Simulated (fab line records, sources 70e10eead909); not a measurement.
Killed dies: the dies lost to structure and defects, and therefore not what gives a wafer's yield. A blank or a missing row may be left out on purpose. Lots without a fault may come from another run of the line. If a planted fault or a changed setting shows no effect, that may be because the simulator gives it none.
Which of the tools did it? + flow nand-harc + 39 wafers from 13 lots sampled at 5 of the route's 1302 steps

== WHAT EACH GAUGE READ, for each wafer ==
NHARC_A_ONON_D1_THK_MEAS_34: measures by ellipsometry. Usual: thk-nm 201.0 nm, standard deviation 2.6.
| lot  | measured     | on            | thk-nm (nm)       | flag |
|------|--------------|---------------|-------------------|------|
| L105 | day 8 01:22  | film-metro-02 | 196.1 196.8 199.1 |      |
| L106 | day 8 20:31  | film-metro-02 | 196.9 199.0 202.0 |      |
| L107 | day 9 06:11  | film-metro-02 | 199.8 202.3 201.2 |      |
| L109 | day 9 20:04  | film-metro-02 | 198.7 199.0 205.8 |      |
| L112 | day 10 23:17 | film-metro-01 | 197.0 201.9 200.6 |      |
| L115 | day 12 09:53 | film-metro-01 | 200.1 201.2 203.8 |      |
| L116 | day 13 00:50 | film-metro-02 | 198.4 204.3 200.6 |      |
| L120 | day 14 10:14 | film-metro-02 | 203.5 200.9 205.8 |      |
| L119 | day 14 10:17 | film-metro-01 | 198.6 200.2 202.1 |      |
| L126 | day 16 22:10 | film-metro-01 | 200.4 201.6 199.2 |      |
| L125 | day 17 10:55 | film-metro-01 | 198.5 201.5 199.5 |      |
| L128 | day 17 17:59 | film-metro-01 | 201.1 198.9 201.4 |      |
| L127 | day 17 18:00 | film-metro-02 | 198.6 205.1 205.1 |      |

NHARC_A_CHANNEL_HOLE_D1_INSPECT_12. Usual: raw-defect-count 6, standard deviation 3.1.
| lot  | measured     | on                | raw-defect-count | flag |
|------|--------------|-------------------|------------------|------|
| L105 | day 8 10:43  | defect-inspect-01 | 6 13 7           |      |
| L106 | day 9 02:04  | defect-inspect-01 | 8 7 2            |      |
| L107 | day 9 11:07  | defect-inspect-01 | 4 2 9            |      |
| L109 | day 9 23:14  | defect-inspect-01 | 7 3 8            |      |
| L112 | day 11 02:13 | defect-inspect-01 | 14 11 6          |      |
| L115 | day 12 13:10 | defect-inspect-02 | 10 7 6           |      |
| L116 | day 13 03:58 | defect-inspect-02 | 3 7 6            |      |
| L120 | day 14 16:28 | defect-inspect-01 | 11 6 5           |      |
| L119 | day 14 18:17 | defect-inspect-02 | 5 4 5            |      |
| L126 | day 17 01:02 | defect-inspect-02 | 6 4 8            |      |
| L125 | day 17 18:13 | defect-inspect-01 | 5 4 5            |      |
| L128 | day 18 01:28 | defect-inspect-02 | 3 4 4            |      |
| L127 | day 18 02:14 | defect-inspect-02 | 2 8 6            |      |

NHARC_END_SORT_01. Usual: killed-at-array 62, standard deviation 16; killed-at-other 0.8, standard deviation 1.1; killed-at-periphery 4, standard deviation 3.2; killed-dies 67, standard deviation 16; killed-open 3.5, standard deviation 1.9; killed-short 2.1, standard deviation 1.5.
| lot  | measured     | on        | killed-at-array | killed-at-other | killed-at-periphery | killed-dies | killed-open | killed-short | flag |
|------|--------------|-----------|-----------------|-----------------|---------------------|-------------|-------------|--------------|------|
| L120 | day 30 02:01 | prober-02 | 672 674 674     | 0 0 0           | 5 3 3               | 677 677 677 | 5 4 5       | 4 0 6        | OFF  |
| L119 | day 30 02:50 | prober-01 | 675 673 671     | 1 1 5           | 1 3 1               | 677 677 677 | 3 2 3       | 1 2 2        | OFF  |
| L125 | day 33 05:26 | prober-02 | 667 673 673     | 0 1 0           | 10 3 4              | 677 677 677 | 1 6 2       | 2 3 3        | OFF  |

== TOOL THAT RAN EACH LOT (tool first, then ch and the chambers of the sampled wafers, then the start) ==
| lot  | NHARC_A_CHANNEL_HOLE_D1_DEP_00                                  | NHARC_A_CHANNEL_HOLE_D1_ETCH_38    |
|------|-----------------------------------------------------------------|------------------------------------|
| L105 | acl-dep-01 ch 0, day 8 08:15                                    | rie-diel-02 ch 0,1, day 8 10:52    |
| L106 | acl-dep-02 ch 0, day 8 23:13                                    | rie-diel-06 ch 0,1,2, day 9 02:13  |
| L107 | acl-dep-02 ch 0, day 9 09:26                                    | rie-diel-06 ch 1,2, day 9 11:16    |
| L109 | acl-dep-02 ch 0, day 9 20:29                                    | rie-diel-04 ch 0,2,3, day 9 23:24  |
| L112 | acl-dep-03 ch 0, day 10 23:26                                   | rie-diel-06 ch 1,3, day 11 02:24   |
| L115 | acl-dep-02 ch 0, day 12 10:43                                   | rie-diel-02 ch 0,1,2, day 12 13:20 |
| L116 | acl-dep-02 ch 0, day 13 01:48                                   | rie-diel-06 ch 0,2, day 13 04:07   |
| L120 | acl-dep-01 ch 0, day 14 10:33 and acl-dep-02 ch 0, day 14 13:43 | rie-diel-06 ch 0,1,2, day 14 16:49 |
| L119 | acl-dep-02 ch 0, day 14 12:09                                   | rie-diel-06 ch 1,2,3, day 14 18:28 |
| L126 | acl-dep-03 ch 0, day 16 22:18                                   | rie-diel-06 ch 0,1,3, day 17 01:11 |
| L125 | acl-dep-02 ch 0, day 17 12:39 and acl-dep-01 ch 0, day 17 15:25 | rie-diel-06 ch 1,2,3, day 17 18:22 |
| L128 | acl-dep-01 ch 0, day 17 23:01                                   | rie-diel-06 ch 0,3, day 18 01:37   |
| L127 | acl-dep-02 ch 0, day 17 23:46                                   | rie-diel-04 ch 0,2,3, day 18 02:24 |
- NHARC_A_CHANNEL_HOLE_D1_DEP_00: deposits aC, target thk 3100 nm.
- NHARC_A_CHANNEL_HOLE_D1_ETCH_38: etches the open film in CF4, target depth 39 nm, time 65 s.

== WHAT THE TOOLS THEMSELVES READ (means of the sampled wafers that have a number; where no wafer has one, the mark that the record gives instead) ==
NHARC_A_CHANNEL_HOLE_D1_DEP_00. Usual: throttle-valve-pct 34.999 %, standard deviation 0.0099.
| lot  | tool                  | throttle-valve-pct (%) | flag |
|------|-----------------------|------------------------|------|
| L105 | acl-dep-01            | 35.002                 |      |
| L106 | acl-dep-02            | 34.992                 |      |
| L107 | acl-dep-02            | 35.003                 |      |
| L109 | acl-dep-02            | 35.001                 |      |
| L112 | acl-dep-03            | 35.002                 |      |
| L115 | acl-dep-02            | 34.996                 |      |
| L116 | acl-dep-02            | 35.008                 |      |
| L120 | acl-dep-01/acl-dep-02 | 35.002                 |      |
| L119 | acl-dep-02            | 35.002                 |      |
| L126 | acl-dep-03            | 35.002                 |      |
| L125 | acl-dep-02/acl-dep-01 | 34.995                 |      |
| L128 | acl-dep-01            | 35.004                 |      |
| L127 | acl-dep-02            | 34.994                 |      |

NHARC_A_CHANNEL_HOLE_D1_ETCH_38. Usual: chamber-pressure-mTorr 50.00 mTorr, standard deviation 0.046; drypump-motor-current-A 5.8 A, standard deviation 0.38; oes-product-au 1.002 a.u., standard deviation 0.0084; rf-vpp-V 150.9 V, standard deviation 1.1; showerhead-plenum-p-Torr 1.74 Torr, standard deviation 0.066; throttle-valve-pct 13.283 %, standard deviation 0.0095.
| lot  | tool        | chamber-pressure-mTorr (mTorr) | drypump-motor-current-A (A) | oes-product-au (a.u.) | rf-vpp-V (V) | showerhead-plenum-p-Torr (Torr) | throttle-valve-pct (%) | flag |
|------|-------------|--------------------------------|-----------------------------|-----------------------|--------------|---------------------------------|------------------------|------|
| L105 | rie-diel-02 | 49.99                          | 5.7                         | 1.000                 | 151.6        | 1.83                            | 13.276                 |      |
| L106 | rie-diel-06 | 49.99                          | 5.7                         | 1.008                 | 150.7        | 1.71                            | 13.289                 |      |
| L107 | rie-diel-06 | 49.97                          | 5.4                         | 0.997                 | 150.1        | 1.70                            | 13.286                 |      |
| L109 | rie-diel-04 | 50.02                          | 5.5                         | 1.001                 | 151.3        | 1.81                            | 13.289                 |      |
| L112 | rie-diel-06 | 49.99                          | 6.0                         | 0.999                 | 151.2        | 1.75                            | 13.277                 |      |
| L115 | rie-diel-02 | 50.05                          | 5.8                         | 1.001                 | 151.9        | 1.76                            | 13.275                 |      |
| L116 | rie-diel-06 | 49.96                          | 5.8                         | 1.010                 | 149.8        | 1.68                            | 13.276                 |      |
| L120 | rie-diel-06 | 49.93                          | 5.7                         | 1.009                 | 151.0        | 1.71                            | 13.283                 |      |
| L119 | rie-diel-06 | 49.99                          | 5.7                         | 1.009                 | 151.5        | 1.72                            | 13.289                 |      |
| L126 | rie-diel-06 | 49.95                          | 6.0                         | 1.002                 | 151.3        | 1.74                            | 13.290                 |      |
| L125 | rie-diel-06 | 49.98                          | 5.7                         | 0.998                 | 150.2        | 1.72                            | 13.276                 |      |
| L128 | rie-diel-06 | 49.99                          | 6.2                         | 1.004                 | 150.5        | 1.70                            | 13.282                 |      |
| L127 | rie-diel-04 | 49.98                          | 5.5                         | 1.008                 | 151.6        | 1.79                            | 13.279                 |      |

== THE ANSWER, worked out from the rows above alone ==
Rule: lot off if the mean of its wafers having a number is beyond 3 standard deviations from the usual mean. Also off: a lot with no number at a reading for which 4 or more lots have one. Any other lot the step has rows for is counted as sound. The gauges are gone through in route order, then the tools' own readings, and for those a lot's mean is taken as printed above. At the first step where some lot is off, the reading lying furthest off is the one used; lots without a number count as furthest.
Off: L120, L119, L125, at NHARC_END_SORT_01 (killed-at-array). Neither off nor sound, because the step has no rows for them: L105, L106, L107, L109, L112, L115, L116, L126, L128, L127.
A tool fits if, at a process step before that reading, it ran every lot that is off, and no sound lot after the first of them. Those tools and the gauges at NHARC_END_SORT_01 are tried in the same way. This does not decide it: 2 tools fit, namely acl-dep-02 at NHARC_A_CHANNEL_HOLE_D1_DEP_00 and rie-diel-06 at NHARC_A_CHANNEL_HOLE_D1_ETCH_38.

== WHAT HAD BEEN PUT IN BY THE SIMULATOR ==
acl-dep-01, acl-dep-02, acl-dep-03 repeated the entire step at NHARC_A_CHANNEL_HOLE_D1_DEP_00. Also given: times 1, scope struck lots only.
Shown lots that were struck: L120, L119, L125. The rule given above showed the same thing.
